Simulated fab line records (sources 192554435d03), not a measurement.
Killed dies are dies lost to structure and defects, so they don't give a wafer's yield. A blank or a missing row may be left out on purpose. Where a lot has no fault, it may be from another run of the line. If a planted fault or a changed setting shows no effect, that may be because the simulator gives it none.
Which of the tools did it? / flow n5 finfet / Sampling: 10 lots, 30 wafers, 5 of 1938 route steps

WHAT THE GAUGES SHOWED, per wafer
N5_BEOL_M2_THK_MEAS_01.
lot=L412; measured=day 6 18:14; on=film metro-02; M2_ILD_THK (nm)=78.6 79.2 80.0
lot=L414; measured=day 7 16:20; on=film metro-01; M2_ILD_THK (nm)=78.5 79.9 79.3
lot=L419; measured=day 8 16:59; on=film metro-02; M2_ILD_THK (nm)=79.1 79.6 79.7
lot=L421; measured=day 10 03:50; on=film metro-01; M2_ILD_THK (nm)=79.0 80.6 80.2
lot=L425; measured=day 11 04:13; on=film metro-02; M2_ILD_THK (nm)=77.8 79.2 79.7
lot=L426; measured=day 11 05:54; on=film metro-01; M2_ILD_THK (nm)=77.9 77.5 78.8
lot=L431; measured=day 12 04:15; on=film metro-02; M2_ILD_THK (nm)=78.6 78.0 78.5
lot=L433; measured=day 12 06:08; on=film metro-02; M2_ILD_THK (nm)=78.9 78.5 79.5
lot=L432; measured=day 12 09:37; on=film metro-02; M2_ILD_THK (nm)=79.2 77.1 78.5
lot=L434; measured=day 12 12:48; on=film metro-01; M2_ILD_THK (nm)=79.1 79.3 81.0

N5_BEOL_M2_OVL_MEAS_12.
lot=L412; measured=day 6 20:20; on=overlay-02; M2_OVL (nm)=-0.8 0.1 -0.7
lot=L414; measured=day 7 17:17; on=overlay-01; M2_OVL (nm)=-0.2 0.1 0.2
lot=L419; measured=day 8 17:50; on=overlay-01; M2_OVL (nm)=-0.1 -0.9 -0.1
lot=L421; measured=day 10 04:23; on=overlay-02; M2_OVL (nm)=-0.9 -0.2 -1.0
lot=L425; measured=day 11 05:58; on=overlay-01; M2_OVL (nm)=-0.5 -0.2 -0.5
lot=L426; measured=day 11 06:58; on=overlay-01; M2_OVL (nm)=0.1 0.1 0.1
lot=L431; measured=day 12 05:21; on=overlay-02; M2_OVL (nm)=0.3 0.5 0.2
lot=L433; measured=day 12 06:39; on=overlay-02; M2_OVL (nm)=0.1 -1.1 -0.9
lot=L432; measured=day 12 10:40; on=overlay-02; M2_OVL (nm)=0.4 0.3 0.0
lot=L434; measured=day 12 13:26; on=overlay-02; M2_OVL (nm)=-1.0 -0.1 -1.0

N5_BEOL_M4_RC_MEAS_101.
lot=L412; measured=day 9 01:53; on=prober-02; DIBL_N (mV/V)=35.0 35.1 36.2; DIBL_P (mV/V)=34.2 34.4 36.1; IOFF_N (nA/um)=0.11 0.12 0.13; IOFF_P (nA/um)=0.14 0.14 0.16; ION_N (uA/um)=661 658 669; ION_P (uA/um)=445 444 453; SS_N (mV/dec)=72.1 71.0 71.8; SS_P (mV/dec)=72.7 72.9 73.5; VT_N (mV)=258 254 252; VT_P (mV)=-259 -256 -258
lot=L414; measured=day 10 10:39; on=prober-02; DIBL_N (mV/V)=38.1 36.1 35.0; DIBL_P (mV/V)=37.8 36.1 33.9; IOFF_N (nA/um)=0.20 0.16 0.15; IOFF_P (nA/um)=0.23 0.20 0.17; ION_N (uA/um)=685 676 665; ION_P (uA/um)=463 459 453; SS_N (mV/dec)=71.4 71.4 71.7; SS_P (mV/dec)=73.6 73.3 72.9; VT_N (mV)=241 251 251; VT_P (mV)=-249 -253 -254
lot=L419; measured=day 11 08:01; on=prober-02; DIBL_N (mV/V)=34.0 34.2 32.9; DIBL_P (mV/V)=33.2 32.6 32.8; IOFF_N (nA/um)=0.12 0.12 0.11; IOFF_P (nA/um)=0.19 0.17 0.17; ION_N (uA/um)=650 660 665; ION_P (uA/um)=452 453 458; SS_N (mV/dec)=71.2 71.1 71.4; SS_P (mV/dec)=72.7 72.7 72.7; VT_N (mV)=255 257 254; VT_P (mV)=-251 -255 -254
lot=L421; measured=day 13 00:28; on=prober-01; DIBL_N (mV/V)=33.1 33.8 32.3; DIBL_P (mV/V)=33.0 33.7 31.0; IOFF_N (nA/um)=0.11 0.12 0.10; IOFF_P (nA/um)=0.17 0.17 0.14; ION_N (uA/um)=663 661 658; ION_P (uA/um)=455 454 449; SS_N (mV/dec)=70.5 71.3 70.5; SS_P (mV/dec)=72.5 73.3 73.1; VT_N (mV)=251 250 255; VT_P (mV)=-254 -253 -256
lot=L425; measured=day 13 09:55; on=prober-02; DIBL_N (mV/V)=38.4 37.1 35.3; DIBL_P (mV/V)=38.4 36.7 34.2; IOFF_N (nA/um)=0.19 0.15 0.12; IOFF_P (nA/um)=0.22 0.20 0.16; ION_N (uA/um)=677 670 670; ION_P (uA/um)=462 460 461; SS_N (mV/dec)=70.7 71.2 70.6; SS_P (mV/dec)=74.3 72.8 72.8; VT_N (mV)=246 252 252; VT_P (mV)=-246 -250 -255
lot=L426; measured=day 13 17:46; on=prober-01; DIBL_N (mV/V)=36.3 35.7 36.9; DIBL_P (mV/V)=38.5 36.3 38.1; IOFF_N (nA/um)=0.16 0.16 0.18; IOFF_P (nA/um)=0.21 0.17 0.20; ION_N (uA/um)=666 666 668; ION_P (uA/um)=458 445 458; SS_N (mV/dec)=71.4 72.0 72.0; SS_P (mV/dec)=73.7 73.4 73.8; VT_N (mV)=248 249 251; VT_P (mV)=-253 -258 -256
lot=L431; measured=day 14 10:26; on=prober-02; DIBL_N (mV/V)=35.0 35.7 36.2; DIBL_P (mV/V)=34.7 34.8 35.4; IOFF_N (nA/um)=0.14 0.15 0.14; IOFF_P (nA/um)=0.19 0.18 0.19; ION_N (uA/um)=672 666 658; ION_P (uA/um)=460 452 449; SS_N (mV/dec)=71.3 72.6 71.9; SS_P (mV/dec)=73.9 74.2 73.3; VT_N (mV)=254 251 256; VT_P (mV)=-254 -253 -252
lot=L433; measured=day 14 21:43; on=prober-02; DIBL_N (mV/V)=33.1 34.7 34.6; DIBL_P (mV/V)=33.5 35.8 37.0; IOFF_N (nA/um)=0.11 0.13 0.14; IOFF_P (nA/um)=0.13 0.16 0.17; ION_N (uA/um)=662 666 665; ION_P (uA/um)=444 443 449; SS_N (mV/dec)=70.6 71.6 71.9; SS_P (mV/dec)=72.9 73.6 74.3; VT_N (mV)=259 255 252; VT_P (mV)=-262 -262 -259
lot=L432; measured=day 14 13:58; on=prober-02; DIBL_N (mV/V)=38.4 35.8 36.5; DIBL_P (mV/V)=38.5 34.8 36.0; IOFF_N (nA/um)=0.20 0.15 0.17; IOFF_P (nA/um)=0.25 0.20 0.22; ION_N (uA/um)=679 679 675; ION_P (uA/um)=460 463 465; SS_N (mV/dec)=72.8 71.7 72.1; SS_P (mV/dec)=73.9 73.3 74.1; VT_N (mV)=247 251 250; VT_P (mV)=-249 -251 -252
lot=L434; measured=day 16 01:31; on=prober-01; DIBL_N (mV/V)=34.9 34.3 37.0; DIBL_P (mV/V)=33.6 33.6 36.7; IOFF_N (nA/um)=0.13 0.12 0.16; IOFF_P (nA/um)=0.17 0.18 0.24; ION_N (uA/um)=671 653 684; ION_P (uA/um)=460 451 469; SS_N (mV/dec)=71.2 70.9 71.4; SS_P (mV/dec)=73.1 73.2 74.6; VT_N (mV)=250 254 248; VT_P (mV)=-252 -253 -246

TOOL THAT RAN EACH LOT (tool first, then ch and the chambers of the sampled wafers, then the start)
lot=L412; N5_BEOL_M2_COAT_22=litho track-02 ch 0, day 6 20:59; N5_BEOL_M2_ETCH_77=rie diel-01 ch 1,2, day 6 21:25
lot=L414; N5_BEOL_M2_COAT_22=litho track-02 ch 0, day 7 17:51; N5_BEOL_M2_ETCH_77=rie diel-04 ch 0,3, day 7 18:25
lot=L419; N5_BEOL_M2_COAT_22=litho track-04 ch 0, day 8 18:23; N5_BEOL_M2_ETCH_77=rie diel-06 ch 0,1,2, day 8 18:50
lot=L421; N5_BEOL_M2_COAT_22=litho track-02 ch 0, day 10 05:14; N5_BEOL_M2_ETCH_77=rie diel-01 ch 0,1,3, day 10 05:47
lot=L425; N5_BEOL_M2_COAT_22=litho track-02 ch 0, day 11 06:32; N5_BEOL_M2_ETCH_77=rie diel-04 ch 0,2, day 11 06:58
lot=L426; N5_BEOL_M2_COAT_22=litho track-02 ch 0, day 11 07:31; N5_BEOL_M2_ETCH_77=rie diel-04 ch 1,3, day 11 07:58
lot=L431; N5_BEOL_M2_COAT_22=litho track-02 ch 0, day 12 05:55; N5_BEOL_M2_ETCH_77=rie diel-04 ch 1,2,3, day 12 06:21
lot=L433; N5_BEOL_M2_COAT_22=litho track-04 ch 0, day 12 07:19; N5_BEOL_M2_ETCH_77=rie diel-04 ch 0,2,3, day 12 07:52
lot=L432; N5_BEOL_M2_COAT_22=litho track-01 ch 0, day 12 11:21; N5_BEOL_M2_ETCH_77=rie diel-01 ch 0,3, day 12 12:02
lot=L434; N5_BEOL_M2_COAT_22=litho track-01 ch 0, day 12 14:01; N5_BEOL_M2_ETCH_77=rie diel-06 ch 1,2,3, day 12 14:27
- N5_BEOL_M2_COAT_22: resist thk 30 nm.
- N5_BEOL_M2_ETCH_77: etches underlayer in N2/H2, target depth 6.5 nm, time 5.2 s.

AS READ BY THE TOOLS THEMSELVES (means over the sampled wafers that have a number; for cases with no such wafer, the mark the record gives instead)
N5_BEOL_M2_COAT_22.
lot=L412; tool=litho track-02; spin speed rpm (rpm)=1500.3
lot=L414; tool=litho track-02; spin speed rpm (rpm)=1500.2
lot=L419; tool=litho track-04; spin speed rpm (rpm)=1499.5
lot=L421; tool=litho track-02; spin speed rpm (rpm)=1499.4
lot=L425; tool=litho track-02; spin speed rpm (rpm)=1419.4
lot=L426; tool=litho track-02; spin speed rpm (rpm)=1420.3
lot=L431; tool=litho track-02; spin speed rpm (rpm)=1420.8
lot=L433; tool=litho track-04; spin speed rpm (rpm)=1499.6
lot=L432; tool=litho track-01; spin speed rpm (rpm)=1500.0
lot=L434; tool=litho track-01; spin speed rpm (rpm)=1500.4

N5_BEOL_M2_ETCH_77.
lot=L412; tool=rie diel-01; drypump motor current A (A)=5.7; etch rf on time s (s)=5.35; oes product au (a.u.)=0.68; rf vpp V (V)=527.6; showerhead plenum p Torr (Torr)=2.67; throttle valve pct (%)=17.6
lot=L414; tool=rie diel-04; drypump motor current A (A)=5.9; etch rf on time s (s)=5.17; oes product au (a.u.)=0.80; rf vpp V (V)=524.3; showerhead plenum p Torr (Torr)=2.60; throttle valve pct (%)=17.4
lot=L419; tool=rie diel-06; drypump motor current A (A)=5.5; etch rf on time s (s)=5.18; oes product au (a.u.)=0.70; rf vpp V (V)=526.0; showerhead plenum p Torr (Torr)=2.59; throttle valve pct (%)=17.6
lot=L421; tool=rie diel-01; drypump motor current A (A)=5.5; etch rf on time s (s)=5.20; oes product au (a.u.)=0.70; rf vpp V (V)=526.2; showerhead plenum p Torr (Torr)=2.62; throttle valve pct (%)=17.6
lot=L425; tool=rie diel-04; drypump motor current A (A)=6.0; etch rf on time s (s)=5.17; oes product au (a.u.)=0.71; rf vpp V (V)=523.2; showerhead plenum p Torr (Torr)=2.55; throttle valve pct (%)=17.6
lot=L426; tool=rie diel-04; drypump motor current A (A)=5.7; etch rf on time s (s)=5.14; oes product au (a.u.)=0.70; rf vpp V (V)=526.6; showerhead plenum p Torr (Torr)=2.59; throttle valve pct (%)=17.6
lot=L431; tool=rie diel-04; drypump motor current A (A)=5.9; etch rf on time s (s)=5.18; oes product au (a.u.)=0.65; rf vpp V (V)=524.6; showerhead plenum p Torr (Torr)=2.56; throttle valve pct (%)=17.8
lot=L433; tool=rie diel-04; drypump motor current A (A)=5.8; etch rf on time s (s)=5.21; oes product au (a.u.)=0.69; rf vpp V (V)=524.6; showerhead plenum p Torr (Torr)=2.55; throttle valve pct (%)=17.6
lot=L432; tool=rie diel-01; drypump motor current A (A)=5.7; etch rf on time s (s)=5.17; oes product au (a.u.)=0.71; rf vpp V (V)=527.7; showerhead plenum p Torr (Torr)=2.65; throttle valve pct (%)=17.5
lot=L434; tool=rie diel-06; drypump motor current A (A)=5.4; etch rf on time s (s)=5.25; oes product au (a.u.)=0.66; rf vpp V (V)=523.1; showerhead plenum p Torr (Torr)=2.51; throttle valve pct (%)=17.7

THE ANSWER, worked out from the rows above alone
Rule: what is usual is taken from the lots themselves. The widest of any qualifying gaps counts: lots, ordered by their means at a reading, are off when they make up no more than a third of the lots, leave a main group of 4 or more, and stand apart from it by 3 or more times the standard deviation of that group's means. If all means in a main group match to the digits the tables above print for the reading, that group is not used. A lot without any number at a reading at which 4 lots or more have one is off too. Where the step has rows for the other lots, those lots are counted as sound. Order of review: gauges by route order, followed by the tools' own readings, for which a lot's mean as printed above is used. At the first step where some lot is off, the reading lying furthest off is the one used; lots without a number count as furthest.
Off, at N5_BEOL_M2_COAT_22 on spin speed rpm: L425, L426, L431. Mean 1499.9 rpm and standard deviation 0.38 in the main group.
If a tool, at that step or one of the process steps before it, ran each lot that is off and ran no sound lot following the first of them, it fits. One fits: N5_BEOL_M2_COAT_22 on litho track-02. Its last sound lot is L421 (day 10 05:14), its first lot that is off L425 (day 11 06:32): a fault that began between those two fits.
On the lots that are off, the tool's own readings at N5_BEOL_M2_COAT_22 differ by more than 5 times the standard deviation of the sound lots' means, which bears it out; spin speed rpm reads 1420.2 rpm there versus 1499.9 rpm on the sound lots.

WHAT THE SIMULATOR PUT IN
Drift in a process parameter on litho track-02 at N5_BEOL_M2_COAT_22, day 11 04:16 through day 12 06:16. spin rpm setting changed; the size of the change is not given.
Shown lots that were struck: L425, L426, L431. Same finding as the rule above.
